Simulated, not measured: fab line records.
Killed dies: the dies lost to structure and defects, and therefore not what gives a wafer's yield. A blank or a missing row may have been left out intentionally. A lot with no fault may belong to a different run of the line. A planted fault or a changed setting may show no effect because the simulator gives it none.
A struck lot beside a sound one | flow nand_harc | 15 out of 1159 route steps
Sound: these wafers, L558.1, L558.4, L558.6. Wafers L559.2, L559.3, L559.6 were the ones struck. The cause is given at the end.
For every step that has rows: the tool of each side, followed by ch and its chambers, followed by its first start. Under that, the readings that differ: sound wafers | struck wafers | difference of the means | sigmas: that difference in standard deviations of wafers without a fault.
alike: readings whose means differ by less than 2 such deviations, and words and numbers that are the same on both sides. not compared: withheld readings, readings that some wafer has no value for, bounds like >300 that may hide the same value, and numbers for which the record gives no deviation and whose values overlap.
Wherever a step has rows on one side only, a row that says differs or no value, or a row with sigmas, the two part there. Numbers that don't overlap but have no deviation are shown without sigmas and don't part them. Lack of a reading on every wafer of one side parts them only where that side has two or more wafers.

NHARC_A_CONTACT_OVL_MEAS_70:
  sound: overlay-01 at day 18 16:01; struck: overlay-02 at day 19 06:09
  reading           | sound       | struck         | difference | sigmas
  overlay_x_nm (nm) | 1.9 2.0 1.6 | -1.6 -1.6 -1.4 | -3.4       | -4
  alike: overlay_y_nm
NHARC_A_CONTACT_INSPECT_71:
  sound: defect_inspect-01 at day 18 16:03; struck: defect_inspect-02 at day 19 06:11
  alike: raw_defect_count
NHARC_A_CONTACT_DESCUM_74: chemistry O2, time 3 s.
  sound on rie_diel-02 ch 0,1, day 18 16:07; struck on rie_diel-04 ch 0,2, day 19 06:22
  alike: drypump_motor_current_A, oes_product_au, rf_vpp_V, showerhead_plenum_p_Torr, throttle_valve_pct
  not compared: rf_hours_counter_h
then, 1 step without rows for these wafers: NHARC_A_CONTACT_ETCH_75 (etches the open film in CF4, target depth 39 nm, time 65 s).
NHARC_A_CONTACT_ETCH_76: etches the open film in N2/H2, target depth 260 nm, time 475.3 s.
  sound: rie_diel-02 ch 1,3; struck: rie_diel-04 ch 0,2,3
  alike: bias_w, chamber_pressure_mTorr, drypump_motor_current_A, oes_product_au, rf_vpp_V, showerhead_plenum_p_Torr, throttle_valve_pct
  not compared: rf_hours_counter_h
NHARC_A_CONTACT_ETCH_77: etches the open film in CF4/CHF3, target depth 72.6 nm, time 36.3 s.
  sound: rie_diel-02 ch 1,2,3; struck: rie_diel-04 ch 1,2,3
  alike: bias_w, cf4_flow_sccm, drypump_motor_current_A, oes_product_au, rf_vpp_V, showerhead_plenum_p_Torr, throttle_valve_pct
  not compared: rf_hours_counter_h
NHARC_A_CONTACT_ETCH_78: etches the open film in O2/COS, target depth 2800 nm, time 728 s.
  sound: rie_diel-02 ch 0,1,2; struck: rie_diel-04 ch 1,2,3
  alike: bias_w, chamber_pressure_mTorr, cos_flow_sccm, drypump_motor_current_A, oes_product_au, rf_vpp_V, showerhead_plenum_p_Torr, throttle_valve_pct
  not compared: rf_hours_counter_h
NHARC_A_CONTACT_ETCH_124: etches the open film in C4F8/O2/Ar, time 140 s, target depth 700 nm.
  sound on har_cap_etch-03 ch 0,1, day 18 17:17; struck on har_cap_etch-03 ch 0,1, day 19 07:55
  alike: chamber_pressure_mTorr, oes_air_line_au
  not compared: rf_hours_counter_h
then, 4 steps without rows for these wafers: NHARC_A_CONTACT_ETCH_125 (etches the open film in C4F8/O2/Ar, time 155 s, target depth 956 nm); NHARC_A_CONTACT_ETCH_126 (etches the open film in C4F8/O2/Ar, time 155 s, target depth 956 nm); NHARC_A_CONTACT_ETCH_127 (etches the open film in C4F8/O2/Ar, time 155 s, target depth 956 nm); NHARC_A_CONTACT_ETCH_128 (etches the open film in C4F8/O2/Ar, time 155 s, target depth 956 nm).
NHARC_A_CONTACT_ETCH_129: etches the open film in C4F8/O2/Ar, time 155 s, target depth 956 nm.
  sound on har_cap_etch-03 ch 0,1, day 18 18:02; struck on har_cap_etch-03 ch 0,1, day 19 08:41
  no value came back on the struck wafers for chamber_pressure_mTorr (mTorr), oes_air_line_au (a.u.); on the sound wafers chamber_pressure_mTorr (mTorr) reads 20.013 19.981 19.986
  not compared: rf_hours_counter_h
then, 1 step without rows for these wafers: NHARC_A_CONTACT_ETCH_130 (etches the open film in C4F8/O2/Ar, time 155 s, target depth 956 nm).
-- jump in the record: it breaks off in module A_CONTACT and resumes in module END (first step shown: number 1159 of the route), and 2 days separate the struck wafers' starts before and after --
NHARC_END_SORT_01:
  at this point the record logs the struck wafers (prober-02 ch 0, day 21 19:09) and has no rows for the sound ones

== WHERE THEY PART ==
At NHARC_A_CONTACT_OVL_MEAS_70 first; at NHARC_END_SORT_01 last (within this record only).

WHY: whatever the simulator had introduced
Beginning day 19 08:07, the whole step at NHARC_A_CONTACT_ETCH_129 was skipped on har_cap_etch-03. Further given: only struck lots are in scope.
